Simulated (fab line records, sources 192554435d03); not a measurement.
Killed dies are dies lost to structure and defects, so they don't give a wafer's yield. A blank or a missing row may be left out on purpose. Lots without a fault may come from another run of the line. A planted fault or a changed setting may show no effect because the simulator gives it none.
A struck lot beside a sound one | flow n5_finfet | 16 steps out of a route of 1938
Sound: wafers L519.3, L519.4, L519.5. Struck: wafers L515.2, L515.3, L515.6. The cause comes at the end.
At each step with rows: each side's tool, then ch and its chambers, then its first start. Under that, the readings that differ: sound wafers | struck wafers | difference of the means | sigmas: that difference in standard deviations of wafers without a fault.
alike: readings whose means differ by less than 2 such deviations, and words and numbers that are the same on both sides. not compared: withheld readings, readings that some wafer has no value for, bounds like >300 that may hide the same value, and numbers for which the record gives no deviation and whose values overlap.
The two part at a step that has a row with sigmas, a row that says differs or no value, or rows on one side only. Numbers that don't overlap but have no deviation are shown without sigmas and don't part them. A reading that every wafer of one side lacks parts them only if that side has two wafers or more.

first, 1 step without rows for these wafers: N5_BEOL_M2_SRD_43 (time 30 s).
N5_BEOL_M2_CD_MEAS_35: target cd 18 nm, target cd y 22.2 nm.
  sound on cd_sem-03, day 12 13:01; struck on cd_sem-02, day 11 12:44
  alike: cd_nm
N5_BEOL_M2_DEGAS_44: time 60 s.
  sound on pvd_sputter-03, day 12 13:12; struck on pvd_sputter-02, day 11 12:53
  alike: heater_power_w
then, 1 step without rows for these wafers: N5_BEOL_M2_PRE_CLEAN_45 (time 30 s).
N5_BEOL_M2_ALD_84: deposits TaN, pulse time 2 s, purge time 3 s, co reactant purge time 2 s.
  sound on ald_metal-03 ch 0,2,3, day 12 13:19; struck on ald_metal-01 ch 0,3, day 11 12:59
  alike: heater_power_w
N5_BEOL_M2_SURFACE_TREAT_85:
  sound on pvd_sputter-03, day 12 13:35; struck on pvd_sputter-01, day 11 13:13
  not compared: throttle_valve_pct
then, 2 steps without rows for these wafers: N5_BEOL_M2_CVD_47 (deposits Co from CCTBA/H2, target thk 3 nm, time 223.8 s); N5_BEOL_M2_SPUTTER_48 (material Cu, target thk 4.5 nm, time 8.29 s).
N5_BEOL_M2_ANNEAL_49: time 240 s.
  sound on pvd_sputter-02, day 12 13:55; struck on pvd_sputter-02, day 11 13:31
  alike: heater_power_w, susceptor_temp_C
N5_BEOL_M2_SPUTTER_79: material Cu, target thk 4.5 nm, time 8.29 s.
  sound on pvd_sputter-02, day 12 14:03; struck on pvd_sputter-02, day 11 13:40
  alike: chamber_pressure_pa, chuck_gas_flow_sccm, throttle_valve_pct
then, 2 steps without rows for these wafers: N5_BEOL_M2_ANNEAL_80 (time 240 s); N5_BEOL_M2_SPUTTER_81 (material Cu, target thk 4.5 nm, time 8.29 s).
N5_BEOL_M2_ANNEAL_82: time 240 s.
  sound on pvd_sputter-02, day 12 14:21; struck on pvd_sputter-02, day 11 13:58
  no value came back on the struck wafers for heater_power_w (W), susceptor_temp_C (C); on the sound wafers heater_power_w (W) reads 875 857 866
then, 1 step without rows for these wafers: N5_BEOL_M2_SPUTTER_86 (material Cu, target thk 4.5 nm, time 8.29 s).
N5_BEOL_M4_RC_MEAS_101:
  sound on prober-02 ch 0, day 13 15:06; struck on prober-01 ch 0, day 12 17:07
  reading       | sound          | struck         | difference | sigmas
  DIBL_N (mV/V) | 37.8 37.9 38.6 | 35.2 33.8 34.3 | -3.7       | -3
  alike: DIBL_P, IOFF_N, IOFF_P, ION_N, ION_P, SS_N, SS_P, VT_N, VT_P
N5_PASSIVATION_PROBE_49:
  the record has rows for the sound wafers here (prober-02, day 18 02:53) and none for the struck ones

WHERE THEY PART
First at N5_BEOL_M2_ANNEAL_82; last, within this record, at N5_PASSIVATION_PROBE_49.

WHY: what the simulator had put in
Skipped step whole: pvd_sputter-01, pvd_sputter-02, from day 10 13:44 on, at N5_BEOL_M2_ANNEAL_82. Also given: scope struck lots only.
